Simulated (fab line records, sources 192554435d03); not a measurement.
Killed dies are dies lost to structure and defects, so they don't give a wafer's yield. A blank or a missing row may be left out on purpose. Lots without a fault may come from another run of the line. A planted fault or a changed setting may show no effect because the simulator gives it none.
fab line records | flow n5_finfet
record lots=7 wafers=21
route steps=1938 shown BEOL_M13@1665 BEOL_M14@1753 BEOL_M15@1801 PASSIVATION@1910
start_h: hours from the record's first day to the start of the lot's first wafer shown | wait_h: hours since the lot's step before | " the same as in the row above | L1.1+2: a row that stands for several wafers | - no value, or no start given | * or withheld: withheld | < > ~ a bound
route shown NAME@n: a module of which the file shows steps, and the number in the route of the first | usual: mean/standard deviation of fault-free wafers | same: alike in all rows | chamber/n: place in a boat | sites: the reading at each site | _std_site: their standard deviation | _edge_site: outer sites' mean less inner sites' | radius_mm: how far each site lies from the wafer's centre | mask NAME#n: copy n | behind: the tool/chamber that last shaped the wafer | hold: why the lot was held/for how many hours/how that ended | device: the transistor (n, p or np) that didn't switch | end of line: the same wafers' tests at the end of the route | a step without rows: its recipe alone | killed: dies lost to structure and defects at the first sort, not the wafer's yield | map: a wafer's dies, x killed, . not, _ none there
set.NAME: the setting as run; set.NAME@STEP: as run at that earlier step | model.NAME: the simulator's own value behind a step, which no gauge read
lots whose settings were changed on purpose; a table a step, a row a wafer
## steps
# step N5_BEOL_M13_EXPOSE_07
# recipe mask_id=V12 na=0.93 source_shape=conventional sigma_outer=0.6 polarization=unpolarized attpsm_phase_deg=180 dose_mj=24.8
# columns lot.wafer tool chamber start_h wait_h mask set.dose_mj
L075.2+4+6 krf_scanner-01 0 285.15 - V12#0 24.8
L074.1+2 krf_scanner-01 0 286.23 - V12#0 23.95
L074.4 " 0 " " V12#0 24.8
L085.2+4 krf_scanner-02 0 326.16 - V12#0 24.8
L085.5 " 0 " " V12#0 26.19
L082.2 krf_scanner-01 0 327.05 - V12#0 24.8
L082.3+4 " 0 " " V12#0 23.19
L088.2+4+6 krf_scanner-01 0 371.29 - V12#0 24.8
L091.1+2+6 krf_scanner-02 0 390.61 - V12#0 24.8
L097.2+4+5 krf_scanner-02 0 415.60 - V12#0 24.8
# step N5_BEOL_M13_PEB_08
# recipe peb_temp_c=130 peb_time_s=90
# step N5_BEOL_M13_DEVELOP_09
# recipe develop_time_s=45 rinse_liquid=diw dry=air_spin dev_temp_c=21
# step N5_BEOL_M13_HARDBAKE_14
# recipe temp_c=130 time_s=120
# step N5_BEOL_M13_CD_MEAS_10
# recipe target_cd_nm=190 landing_energy_ev=500 detector=se_inlens polarity=opening
# usual cd_nm=190.0/1.6
# columns lot.wafer tool chamber start_h wait_h set.dose_mj@BEOL_M13_EXPOSE_07 cd_nm
L075.2 cd_sem-03 0 285.32 - 24.8 193.4
L075.4 " 0 " " 24.8 191.7
L075.6 " 0 " " 24.8 190.8
L074.1 cd_sem-01 0 286.41 - 23.95 186.9
L074.2 " 0 " " 23.95 187.6
L074.4 " 0 " " 24.8 190.3
L085.2 cd_sem-03 0 326.32 - 24.8 187.0
L085.4 " 0 " " 24.8 187.8
L085.5 " 0 " " 26.19 193.6
L082.2 cd_sem-03 0 327.22 - 24.8 190.6
L082.3 " 0 " " 23.19 183.3
L082.4 " 0 " " 23.19 183.3
L088.2 cd_sem-01 0 371.45 - 24.8 193.3
L088.4 " 0 " " 24.8 191.3
L088.6 " 0 " " 24.8 192.7
L091.1 cd_sem-03 0 390.79 - 24.8 189.4
L091.2 " 0 " " 24.8 189.1
L091.6 " 0 " " 24.8 189.0
L097.2 cd_sem-03 0 415.77 - 24.8 191.0
L097.4 " 0 " " 24.8 191.1
L097.5 " 0 " " 24.8 191.0
# step N5_BEOL_M13_STRIP_71
# recipe chemistry=post_etch_residue_remover time_s=60 temp_c=25 remover_ph=withheld remover_water_wt_pct=withheld remover_fluoride_wt_pct=withheld
# step N5_BEOL_M13_SRD_72
# recipe time_s=30 temp_c=23 rinse_liquid=diw dry=n2_spin spin_rpm=1500 dry_time_s=30
# step N5_BEOL_M13_CD_MEAS_17
# recipe target_cd_nm=190 polarity=opening
# usual cd_nm=190.5/1.9
# columns lot.wafer tool chamber start_h wait_h set.dose_mj@BEOL_M13_EXPOSE_07 cd_nm
L075.2 cd_sem-02 - 285.94 0.0 24.8 194.3
L075.4 " - " " 24.8 193.2
L075.6 " - " " 24.8 194.0
L074.1 cd_sem-03 - 287.22 0.0 23.95 185.8
L074.2 " - " " 23.95 187.7
L074.4 " - " " 24.8 191.4
L085.2 cd_sem-02 - 327.62 0.0 24.8 186.8
L085.4 " - " " 24.8 187.6
L085.5 " - " " 26.19 192.7
L082.2 cd_sem-01 - 328.17 0.0 24.8 191.8
L082.3 " - " " 23.19 183.5
L082.4 " - " " 23.19 185.4
L088.2 cd_sem-02 - 372.81 0.0 24.8 193.2
L088.4 " - " " 24.8 192.5
L088.6 " - " " 24.8 194.6
L091.1 cd_sem-01 - 391.58 0.0 24.8 189.1
L091.2 " - " " 24.8 189.4
L091.6 " - " " 24.8 189.1
L097.2 cd_sem-01 - 416.39 0.0 24.8 192.4
L097.4 " - " " 24.8 190.5
L097.5 " - " " 24.8 191.4
# step N5_BEOL_M14_TRENCH_ETCH_34
# recipe chemistry=C4F8/O2/Ar target=SiO2 target_depth_a=5566.5 mask_material=SOC he_inner_torr=15 he_outer_torr=30 time_s=126.9 ion_energy_ev=800 pressure_mtorr=20 source_w=1905 bias_w=2040 Ar_flow_sccm=400 C4F8_flow_sccm=16 O2_flow_sccm=12
# columns lot.wafer tool chamber start_h wait_h set.time_s model.etch.depth_nm
L075.2 rie_diel-01 3 293.78 0.0 126.9 578.4
L075.4 " 1 " " 126.9 581.6
L075.6 " 0 " " 126.9 544.9
L074.1 rie_diel-01 3 294.36 0.0 126.9 573.8
L074.2 " 0 " " 108.7 465.8
L074.4 " 2 " " 126.9 561.9
L085.2 rie_diel-03 1 335.20 0.0 126.9 565.1
L085.4 " 0 " " 126.9 562
L085.5 " 0 " " 126.9 558.6
L082.2 rie_diel-03 0 335.95 0.0 126.9 566.8
L082.3 " 1 " " 126.9 576.7
L082.4 " 3 " " 126.9 558.7
L088.2 rie_diel-03 0 384.26 0.0 126.9 563.2
L088.4 " 3 " " 126.9 562.2
L088.6 " 1 " " 126.9 572.6
L091.1 rie_diel-05 0 398.43 0.0 126.9 548
L091.2 " 1 " " 113.6 487
L091.6 " 3 " " 126.9 566.9
L097.2 rie_diel-05 0 423.23 0.0 117.8 511.4
L097.4 " 2 " " 117.8 503.4
L097.5 " 0 " " 126.9 553
# step N5_BEOL_M14_STRIP_70
# recipe chemistry=C4F8/O2/Ar resist=SiARC rf_frequency_hz=6e+07
# step N5_BEOL_M14_OCD_MEAS_35
# usual trench_depth_nm=560/14
# columns lot.wafer tool chamber start_h wait_h set.time_s@BEOL_M14_TRENCH_ETCH_34 trench_depth_nm
L075.2 ocd-02 - 293.93 0.0 126.9 579
L075.4 " - " " 126.9 581
L075.6 " - " " 126.9 544
L074.1 ocd-02 - 294.52 0.0 126.9 574
L074.2 " - " " 108.7 465
L074.4 " - " " 126.9 562
L085.2 ocd-02 - 335.36 0.0 126.9 566
L085.4 " - " " 126.9 562
L085.5 " - " " 126.9 558
L082.2 ocd-01 - 336.11 0.0 126.9 567
L082.3 " - " " 126.9 577
L082.4 " - " " 126.9 559
L088.2 ocd-01 - 384.42 0.0 126.9 563
L088.4 " - " " 126.9 562
L088.6 " - " " 126.9 572
L091.1 ocd-01 - 398.59 0.0 126.9 548
L091.2 " - " " 113.6 487
L091.6 " - " " 126.9 566
L097.2 ocd-01 - 423.39 0.0 117.8 511
L097.4 " - " " 117.8 504
L097.5 " - " " 126.9 553
# step N5_BEOL_M14_SPUTTER_45
# recipe material=Cu target_thk_a=1000 temp_c=-20 bias_v=60 power_w=26000 chamber_pressure_pa=0.13 time_s=16.67
# columns lot.wafer tool chamber start_h wait_h set.power_w
L075.2+4+6 pvd_sputter-02 - 295.68 0.0 27370
L074.1+2 pvd_sputter-02 - 296.72 0.0 26000
L074.4 " - " " 28560
L085.2+4+5 pvd_sputter-01 - 336.52 0.0 26000
L082.2 pvd_sputter-01 - 336.92 0.0 26000
L082.3+4 " - " " 27790
L088.2+4+6 pvd_sputter-03 - 385.73 0.0 26000
L091.1+2 pvd_sputter-02 - 402.13 0.0 30070
L091.6 " - " " 26000
L097.2+4+5 pvd_sputter-03 - 427.92 0.0 26000
# step N5_BEOL_M14_ECD_47
# recipe material=Cu target_thk_a=12480
# step N5_BEOL_M14_ANNEAL_48
# recipe temp_c=225 time_s=90 ambient=N2
# step N5_BEOL_M14_CMP_49
# recipe stop_on=SiO2 t_overpolish_s=5.2 down_force_psi=2 platen_rpm=80 clearing_platen_down_force_psi=2 clearing_platen_rpm=80 post_cmp_clean=cu_alkaline target_thk_nm=560 clearing_platen_pad_velocity_m_s=1.5917 pad_velocity_m_s=1.5917
# columns lot.wafer tool chamber start_h wait_h set.time_s@BEOL_M14_TRENCH_ETCH_34 model.Cu_of_BEOL_M14_ECD_47.thk_nm
L075.4+2+6 cmp-04 3,1,3 296.38 0.2 126.9 -
L074.2 cmp-02 1 297.42 0.2 108.7 468.8
L074.4 " 3 " " 126.9 -
L074.1 " 0 " " 126.9 575.8
L085.2 cmp-01 0 337.13 0.2 126.9 568.6
L085.4 " 2 " " 126.9 563.6
L085.5 " 0 " " 126.9 561.4
L082.4+3 cmp-04 0,1 337.53 0.1 126.9 -
L082.2 " 2 " " 126.9 570.8
L088.2 cmp-04 2 386.34 0.2 126.9 565.8
L088.4 " 1 " " 126.9 562
L088.6 " 2 " " 126.9 575.2
L091.1 cmp-02 3 403.09 0.3 126.9 -
L091.2 " 1 " " 113.6 -
L091.6 " 3 " " 126.9 568.6
L097.2 cmp-02 0 428.52 0.2 117.8 513
L097.4 " 2 " " 117.8 505.4
L097.5 " 0 " " 126.9 553.8
# step N5_BEOL_M14_PRE_CLEAN_52
# recipe gas=NH3 time_s=15 temp_c=withheld rf_power_w=300
# step N5_BEOL_M14_DEP_53
# recipe material=SiCN target_thk_a=500 temp_c=withheld precursor=3MS/NH3 pressure_torr=3 rf_w=675 time_s=17.8
# step N5_BEOL_M14_RS_MEAS_54
# recipe thk_meas_gauge=four-point-probe reads=Cu_of_BEOL_M14_ECD_47+Ta_of_BEOL_M14_SPUTTER_44+TaN_of_BEOL_M14_SPUTTER_43
# usual M14_RS=0.0331/0.00085
# columns lot.wafer tool chamber start_h wait_h set.time_s@BEOL_M14_TRENCH_ETCH_34 M14_RS[ohm/sq]
L075.2 film_metro-01 - 296.76 0.1 126.9 0.0321
L075.4 " - " " 126.9 0.0317
L075.6 " - " " 126.9 0.0340
L074.1 film_metro-01 - 297.85 0.0 126.9 0.0323
L074.2 " - " " 108.7 0.0399
L074.4 " - " " 126.9 0.0329
L085.2 film_metro-01 - 337.55 0.1 126.9 0.0327
L085.4 " - " " 126.9 0.0330
L085.5 " - " " 126.9 0.0331
L082.2 film_metro-02 - 337.95 0.1 126.9 0.0325
L082.3 " - " " 126.9 0.0321
L082.4 " - " " 126.9 0.0330
L088.2 film_metro-02 - 386.79 0.1 126.9 0.0328
L088.4 " - " " 126.9 0.0331
L088.6 " - " " 126.9 0.0323
L091.1 film_metro-01 - 403.48 0.0 126.9 0.0338
L091.2 " - " " 113.6 0.0381
L091.6 " - " " 126.9 0.0327
L097.2 film_metro-01 - 428.95 0.1 117.8 0.0364
L097.4 " - " " 117.8 0.0369
L097.5 " - " " 126.9 0.0336
# step N5_BEOL_M15_PEB_26
# recipe peb_temp_c=130 peb_time_s=90
# columns lot.wafer tool chamber start_h wait_h set.peb_temp_c
L075.2+4+6 litho_track-04 0 298.72 0.0 130
L074.1+4 litho_track-01 0 300.05 0.1 130
L074.2 " 0 " " 132.4
L085.2+5 litho_track-01 0 339.56 0.0 128.4
L085.4 " 0 " " 130
L082.2+3 litho_track-04 0 340.69 0.0 131.6
L082.4 " 0 " " 130
L088.2+4+6 litho_track-05 0 388.96 0.0 130
L091.1+2+6 litho_track-05 0 405.69 0.1 130
L097.2 litho_track-05 0 430.91 0.0 130
L097.4+5 " 0 " " 128.6
# step N5_BEOL_M15_DEVELOP_27
# recipe develop_time_s=45 rinse_liquid=diw dry=air_spin dev_temp_c=21
# step N5_BEOL_M15_HARDBAKE_32
# recipe temp_c=130 time_s=120
# step N5_BEOL_M15_CD_MEAS_28
# recipe target_cd_nm=407.6 landing_energy_ev=500 detector=se_inlens
# usual cd_nm=407.8/2
# columns lot.wafer tool chamber start_h wait_h set.peb_temp_c@BEOL_M15_PEB_26 cd_nm
L075.2 cd_sem-02 0 298.84 - 130 411.5
L075.4 " 0 " " 130 411.0
L075.6 " 0 " " 130 409.2
L074.1 cd_sem-03 0 300.16 - 130 408.3
L074.2 " 0 " " 132.4 419.8
L074.4 " 0 " " 130 409.9
L085.2 cd_sem-03 0 339.67 - 128.4 402.9
L085.4 " 0 " " 130 408.7
L085.5 " 0 " " 128.4 399.8
L082.2 cd_sem-03 0 340.80 - 131.6 414.0
L082.3 " 0 " " 131.6 413.4
L082.4 " 0 " " 130 406.3
L088.2 cd_sem-02 0 389.08 - 130 405.5
L088.4 " 0 " " 130 406.0
L088.6 " 0 " " 130 407.2
L091.1 cd_sem-01 0 405.80 - 130 404.3
L091.2 " 0 " " 130 403.9
L091.6 " 0 " " 130 405.7
L097.2 cd_sem-03 0 431.03 - 130 410.6
L097.4 " 0 " " 128.6 403.5
L097.5 " 0 " " 128.6 400.1
# step N5_BEOL_M15_DESCUM_33
# recipe chemistry=O2 time_s=7.9 source_power_w=50 bias_power_w=20 pressure_mtorr=20 rf_frequency_hz=2.712e+07 temp_c=40 o2_flow_sccm=225
# columns lot.wafer tool chamber start_h wait_h set.peb_temp_c@BEOL_M15_PEB_26 model.BEOL_M15.cd_nm
L075.2 rie_diel-02 2 298.93 0.0 130 411.2
L075.4 " 1 " " 130 410.8
L075.6 " 2 " " 130 409.6
L074.1 rie_diel-06 3 300.25 0.0 130 408.2
L074.2 " 0 " " 132.4 419.6
L074.4 " 2 " " 130 409.6
L085.2 rie_diel-06 0 340.42 0.7 128.4 403
L085.4 " 3 " " 130 409
L085.5 " 3 " " 128.4 400
L082.2 rie_diel-04 2 340.89 0.0 131.6 413.8
L082.3 " 3 " " 131.6 413.6
L082.4 " 1 " " 130 406.6
L088.2 rie_diel-02 3 389.16 0.0 130 405.4
L088.4 " 0 " " 130 406
L088.6 " 1 " " 130 407.4
L091.1 rie_diel-02 2 405.92 0.1 130 404.2
L091.2 " 0 " " 130 403.8
L091.6 " 3 " " 130 405.6
L097.2 rie_diel-04 2 431.12 0.0 130 410.4
L097.4 " 0 " " 128.6 403.2
L097.5 " 3 " " 128.6 399.8
# step N5_BEOL_M15_ETCH_61
# recipe chemistry=N2/H2 target=BARC target_depth_a=890 overetch_a=267 time_s=67.9 ion_energy_ev=200 pressure_mtorr=30 source_w=840 bias_w=150 n2_flow_sccm=200 h2_flow_sccm=200
# columns lot.wafer tool chamber start_h wait_h set.peb_temp_c@BEOL_M15_PEB_26 model.BEOL_M15.cd_nm
L075.2 rie_diel-02 2 298.96 0.0 130 404.6
L075.4 " 1 " " 130 402.2
L075.6 " 2 " " 130 402
L074.1 rie_diel-06 3 300.29 0.0 130 400.8
L074.2 " 0 " " 132.4 412.4
L074.4 " 2 " " 130 402.2
L085.2 rie_diel-06 0 340.46 0.0 128.4 395.2
L085.4 " 3 " " 130 401.2
L085.5 " 3 " " 128.4 392.2
L082.2 rie_diel-04 2 340.93 0.0 131.6 405.4
L082.3 " 3 " " 131.6 407.4
L082.4 " 1 " " 130 400
L088.2 rie_diel-02 3 389.20 0.0 130 397.6
L088.4 " 0 " " 130 398
L088.6 " 1 " " 130 400.4
L091.1 rie_diel-02 2 405.96 0.0 130 397.2
L091.2 " 0 " " 130 396.2
L091.6 " 3 " " 130 398
L097.2 rie_diel-04 2 431.15 0.0 130 402
L097.4 " 0 " " 128.6 395.8
L097.5 " 3 " " 128.6 392.2
# step N5_PASSIVATION_ETCH_59
# recipe chemistry=Cl2/BCl3 target=TaN target_depth_a=650 time_s=34.9 ion_energy_ev=100 pressure_mtorr=10 icp_w=900 bias_w=100 Cl2_flow_sccm=60 bcl3_flow_sccm=30
# columns lot.wafer tool chamber start_h wait_h set.time_s model.etch.depth_nm
L075.2 rie_metal-02 1 313.50 0.6 34.9 64.76
L075.4 " 1 " " 34.9 64.57
L075.6 " 1 " " 34.9 64.82
L074.1 rie_metal-02 1 321.91 0.7 34.9 65.11
L074.2 " 1 " " 34.9 65.38
L074.4 " 1 " " 34.9 65.83
L085.2 rie_metal-02 1 352.89 0.3 34.9 65.15
L085.4 " 1 " " 38.88 72.81
L085.5 " 0 " " 38.88 72.49
L082.2 rie_metal-03 0 353.33 0.3 34.9 65.07
L082.3 " 0 " " 30.09 55.44
L082.4 " 1 " " 34.9 67.22
L088.2 rie_metal-03 0 402.43 0.3 34.9 65.21
L088.4 " 0 " " 34.9 64.38
L088.6 " 0 " " 34.9 65.11
L091.1 rie_metal-02 0 420.96 0.3 34.9 65.6
L091.2 " 1 " " 34.9 67.55
L091.6 " 0 " " 34.9 65.46
L097.2 rie_metal-03 1 446.20 0.3 41.28 78.93
L097.4 " 1 " " 34.9 67.04
L097.5 " 0 " " 34.9 65.84
# step N5_PASSIVATION_PASS_ETCH_47
# recipe chemistry=CF4/O2 target=SiNx target_depth_a=7700 time_s=385 ion_energy_ev=100 pressure_mtorr=40 source_w=535 bias_w=49 Ar_flow_sccm=100 cf4_flow_sccm=100 O2_flow_sccm=10
# usual rf_vpp_V=245/4.8
# columns lot.wafer tool chamber start_h wait_h set.source_w rf_vpp_V model.etch.depth_nm
L075.2 rie_diel-03 2 315.19 0.0 535 249 753
L075.4 " 2 " " 535 247 750.6
L075.6 " 3 " " 612.5 233 883.3
L074.1 rie_diel-05 3 323.47 0.0 535 245 803.1
L074.2 " 0 " " 535 236 764.9
L074.4 " 1 " " 582.3 228 815.6
L085.2 rie_diel-01 1 354.31 0.0 535 239 794.2
L085.4 " 3 " " 607.1 233 889.4
L085.5 " 1 " " 535 239 791.7
L082.2 rie_diel-03 2 354.75 0.0 593.4 235 812.1
L082.3 " 1 " " 535 248 791.5
L082.4 " 1 " " 593.4 236 866.6
L088.2 rie_diel-01 1 404.12 0.0 535 238 791.6
L088.4 " 1 " " 535 238 790.9
L088.6 " 3 " " 535 246 787.3
L091.1 rie_diel-01 1 422.33 0.0 535 238 787
L091.2 " 2 " " 535 249 775
L091.6 " 3 " " 535 247 786.7
L097.2 rie_diel-03 2 447.78 0.0 535 247 729.9
L097.4 " 0 " " 625.2 229 900.9
L097.5 " 0 " " 535 247 790.1
# step N5_PASSIVATION_ETCH_54
# recipe chemistry=CHF3/O2 target=SiO2 target_depth_a=8800 CHF3_flow_sccm=50 O2_flow_sccm=5 Ar_flow_sccm=200 time_s=440 mask_material=PR pressure_mtorr=30 source_w=650 bias_w=170 ion_energy_ev=200
# columns lot.wafer tool chamber start_h wait_h set.time_s model.PASSIVATION.feature_depth_nm model.etch.depth_nm
L075.2 rie_diel-03 2 315.42 0.1 382.2 749.4 749.3
L075.4 " 2 " " 440 861.8 861.7
L075.6 " 3 " " 440 889 888.9
L074.1 rie_diel-05 3 323.69 0.1 487.9 997.4 997.4
L074.2 " 0 " " 440 872.8 872.7
L074.4 " 1 " " 487.9 963 963
L085.2 rie_diel-01 1 354.54 0.1 440 890.2 890.3
L085.4 " 3 " " 440 893.4 893.4
L085.5 " 1 " " 440 880.2 880.3
L082.2 rie_diel-03 2 354.98 0.1 440 858.6 858.7
L082.3 " 1 " " 440 899.8 899.8
L082.4 " 1 " " 440 898 898
L088.2 rie_diel-01 1 404.35 0.1 440 897.2 897.2
L088.4 " 1 " " 440 892.4 892.3
L088.6 " 3 " " 440 883 883.1
L091.1 rie_diel-01 1 422.56 0.1 505.7 1009 1009
L091.2 " 2 " " 440 894.8 894.8
L091.6 " 3 " " 440 888 887.9
L097.2 rie_diel-03 2 448.01 0.1 440 858 857.9
L097.4 " 0 " " 440 892.8 892.8
L097.5 " 0 " " 440 891.8 891.7
## key
split step=N5_BEOL_M13_EXPOSE_07 setting=dose_mj stated=24.8 by=wafer
response step=N5_BEOL_M13_CD_MEAS_10 reading=cd_nm change=+1.09 per=1% r=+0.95
response step=N5_BEOL_M13_CD_MEAS_17 reading=cd_nm change=+1.1 per=1% r=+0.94
split step=N5_BEOL_M14_TRENCH_ETCH_34 setting=time_s stated=126.9 by=wafer
response step=N5_BEOL_M14_TRENCH_ETCH_34 reading=model.etch.depth_nm change=+6.89 per=1% r=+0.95
response step=N5_BEOL_M14_OCD_MEAS_35 reading=trench_depth_nm change=+6.91 per=1% r=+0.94
response step=N5_BEOL_M14_CMP_49 reading=model.Cu_of_BEOL_M14_ECD_47.thk_nm change=+7.15 per=1% r=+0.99
response step=N5_BEOL_M14_RS_MEAS_54 reading=M14_RS change=-0.000486 per=1% r=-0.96
split step=N5_BEOL_M14_SPUTTER_45 setting=power_w stated=26000 by=wafer
response none clear
split step=N5_BEOL_M15_PEB_26 setting=peb_temp_c stated=130 by=wafer
response step=N5_BEOL_M15_CD_MEAS_28 reading=cd_nm change=+6.24 per=1% r=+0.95
response step=N5_BEOL_M15_DESCUM_33 reading=model.BEOL_M15.cd_nm change=+6.23 per=1% r=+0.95
response step=N5_BEOL_M15_ETCH_61 reading=model.BEOL_M15.cd_nm change=+6.03 per=1% r=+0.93
split step=N5_PASSIVATION_ETCH_59 setting=time_s stated=34.9 by=wafer
response step=N5_PASSIVATION_ETCH_59 reading=model.etch.depth_nm change=+0.705 per=1% r=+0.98
split step=N5_PASSIVATION_PASS_ETCH_47 setting=source_w stated=535 by=wafer
response step=N5_PASSIVATION_PASS_ETCH_47 reading=rf_vpp_V change=-0.972 per=1% r=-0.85
response step=N5_PASSIVATION_PASS_ETCH_47 reading=model.etch.depth_nm change=+7.31 per=1% r=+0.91
split step=N5_PASSIVATION_ETCH_54 setting=time_s stated=440 by=wafer
response step=N5_PASSIVATION_ETCH_54 reading=model.PASSIVATION.feature_depth_nm change=+8.92 per=1% r=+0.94
response step=N5_PASSIVATION_ETCH_54 reading=model.etch.depth_nm change=+8.92 per=1% r=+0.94
